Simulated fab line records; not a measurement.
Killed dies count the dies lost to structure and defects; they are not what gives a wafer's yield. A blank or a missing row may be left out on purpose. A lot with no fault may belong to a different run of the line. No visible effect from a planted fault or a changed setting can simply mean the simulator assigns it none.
Lot-split experiment :: flow n5-finfet :: route with 1938 steps; 7 lots, 21 wafers read

THE SPLIT
At N5_BEOL_M4_ETCH_64 (etches SOC in N2/H2, target depth 75 nm, overetch 22.5 nm, time 121.9 s), the setting bias-w was moved away from the recipe's 150 W on 8 of the 21 wafers read, by -16.6% to +15.0%. The other wafers ran this setting at the recipe's value.

The reading comes from the split's own step.

THE READING
rf-vpp-V, in V, at N5_BEOL_M4_ETCH_64 (etches SOC in N2/H2, target depth 75 nm, overetch 22.5 nm, time 121.9 s). On this fab line, fault-free wafers typically give 524.1 V with a standard deviation of 2.1 V.

wafer: L075.2
tool, chamber at the split: rie-diel-06, 3
bias-w as run, W: 150
against the recipe: recipe
rf-vpp-V, V: 525.5
against lot-mates on the recipe: -

wafer: L075.3
tool, chamber at the split: rie-diel-06, 2
bias-w as run, W: 150
against the recipe: recipe
rf-vpp-V, V: 523.8
against lot-mates on the recipe: -

wafer: L075.4
tool, chamber at the split: rie-diel-06, 0
bias-w as run, W: 150
against the recipe: recipe
rf-vpp-V, V: 527.3
against lot-mates on the recipe: -

wafer: L078.1
tool, chamber at the split: rie-diel-06, 1
bias-w as run, W: 150
against the recipe: recipe
rf-vpp-V, V: 526.0
against lot-mates on the recipe: -

wafer: L078.2
tool, chamber at the split: rie-diel-06, 2
bias-w as run, W: 150
against the recipe: recipe
rf-vpp-V, V: 523.9
against lot-mates on the recipe: -

wafer: L078.5
tool, chamber at the split: rie-diel-06, 1
bias-w as run, W: 150
against the recipe: recipe
rf-vpp-V, V: 525.8
against lot-mates on the recipe: -

wafer: L080.2
tool, chamber at the split: rie-diel-01, 1
bias-w as run, W: 150
against the recipe: recipe
rf-vpp-V, V: 519.6
against lot-mates on the recipe: -

wafer: L080.4
tool, chamber at the split: rie-diel-01, 2
bias-w as run, W: 150
against the recipe: recipe
rf-vpp-V, V: 524.8
against lot-mates on the recipe: -

wafer: L080.6
tool, chamber at the split: rie-diel-01, 0
bias-w as run, W: 130
against the recipe: -13.3%
rf-vpp-V, V: 480.1
against lot-mates on the recipe: -42.1

wafer: L081.3
tool, chamber at the split: rie-diel-03, 2
bias-w as run, W: 150
against the recipe: recipe
rf-vpp-V, V: 523.6
against lot-mates on the recipe: -

wafer: L081.5
tool, chamber at the split: rie-diel-03, 2
bias-w as run, W: 125.1
against the recipe: -16.6%
rf-vpp-V, V: 466.7
against lot-mates on the recipe: -56.9

wafer: L081.6
tool, chamber at the split: rie-diel-03, 1
bias-w as run, W: 125.1
against the recipe: -16.6%
rf-vpp-V, V: 468.0
against lot-mates on the recipe: -55.6

wafer: L087.3
tool, chamber at the split: rie-diel-01, 2
bias-w as run, W: 150
against the recipe: recipe
rf-vpp-V, V: 523.5
against lot-mates on the recipe: -

wafer: L087.4
tool, chamber at the split: rie-diel-01, 0
bias-w as run, W: 139.5
against the recipe: -7.0%
rf-vpp-V, V: 502.3
against lot-mates on the recipe: -21.2

wafer: L087.6
tool, chamber at the split: rie-diel-01, 1
bias-w as run, W: 139.5
against the recipe: -7.0%
rf-vpp-V, V: 496.9
against lot-mates on the recipe: -26.6

wafer: L093.4
tool, chamber at the split: rie-diel-06, 3
bias-w as run, W: 150
against the recipe: recipe
rf-vpp-V, V: 524.7
against lot-mates on the recipe: -

wafer: L093.5
tool, chamber at the split: rie-diel-06, 2
bias-w as run, W: 150
against the recipe: recipe
rf-vpp-V, V: 523.0
against lot-mates on the recipe: -

wafer: L093.6
tool, chamber at the split: rie-diel-06, 1
bias-w as run, W: 172.5
against the recipe: +15.0%
rf-vpp-V, V: 575.6
against lot-mates on the recipe: +51.8

wafer: L096.2
tool, chamber at the split: rie-diel-03, 3
bias-w as run, W: 150
against the recipe: recipe
rf-vpp-V, V: 521.0
against lot-mates on the recipe: -

wafer: L096.4
tool, chamber at the split: rie-diel-03, 1
bias-w as run, W: 130.4
against the recipe: -13.1%
rf-vpp-V, V: 479.5
against lot-mates on the recipe: -41.5

wafer: L096.5
tool, chamber at the split: rie-diel-03, 1
bias-w as run, W: 130.4
against the recipe: -13.1%
rf-vpp-V, V: 479.1
against lot-mates on the recipe: -41.9

FIT RESULTS
A straight line over all 21 wafers: rf-vpp-V changes by +3.41 V for each +1% of bias-w; r = +1.00; the points scatter about the line by 1.9 V.
The same after taking each lot's own level away (the mean of its wafers on the recipe; 21 wafers): +3.33 V for each +1%; r = +1.00; scatter 1.7 V.
Per that fit: largest bias-w move, reading shift of 55 V.
From 521.00 to 525.53 V: that is the span of the lots' own levels, equal to 2.2 times the standard deviation above.
The two slopes agree, so the slope changes little with the lot-to-lot level.
Check: -54.7 V against its lot-mates is what the line predicts for one of the wafers moved furthest among these (-16.6%) when that wafer is left out of the fit. It came out at -56.9 V against them.
Tool readings at the split's step, against how far the setting was moved: rf-vpp-V r = +1.00.

FURTHER SPLITS ON THESE WAFERS
Note: prior to the reading, these wafers also went through further splits. Each is held against what the fit with the lots' levels taken away leaves over:
other split on the same wafers: N5_MOL_CONTACT_COAG_COAT_77 spin-rpm
wafers away from the commonest value: 5
r with rf-vpp-V (lot level and that fit taken away): -0.02

other split on the same wafers: N5_MOL_CONTACT_COAG_COAT_64 spin-rpm
wafers away from the commonest value: 7
r with rf-vpp-V (lot level and that fit taken away): +0.45

other split on the same wafers: N5_MOL_CONTACT_COAG_EXPOSE_37 dose-mj
wafers away from the commonest value: 8
r with rf-vpp-V (lot level and that fit taken away): -0.23

other split on the same wafers: N5_BEOL_M0_SAQP_COAT_34 spin-rpm
wafers away from the commonest value: 8
r with rf-vpp-V (lot level and that fit taken away): -0.18

other split on the same wafers: N5_BEOL_M1_COAT_62 spin-rpm
wafers away from the commonest value: 8
r with rf-vpp-V (lot level and that fit taken away): +0.02

other split on the same wafers: N5_BEOL_M3_TRENCH_ETCH_37 time-s
wafers away from the commonest value: 10
r with rf-vpp-V (lot level and that fit taken away): -0.21

THE WHOLE CHAIN: every reading that the file lists as answering this split, in the file's order
step: N5_BEOL_M4_ETCH_64
what it does: etches SOC in N2/H2, target depth 75 nm, overetch 22.5 nm, time 121.9 s
reading: rf-vpp-V
change (the file's fit): +3.32 V for each +1% of the setting
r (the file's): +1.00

step: N5_BEOL_M4_ETCH_64
what it does: etches SOC in N2/H2, target depth 75 nm, overetch 22.5 nm, time 121.9 s
reading: SiARC_of_BEOL_M4_COAT_62.thk-nm (the simulator's own value, which no gauge read)
change (the file's fit): -0.0914 nm for each +1% of the setting
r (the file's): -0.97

FILE'S OWN FIT
rf-vpp-V changes by +3.32 V for each +1% of bias-w, r = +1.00.
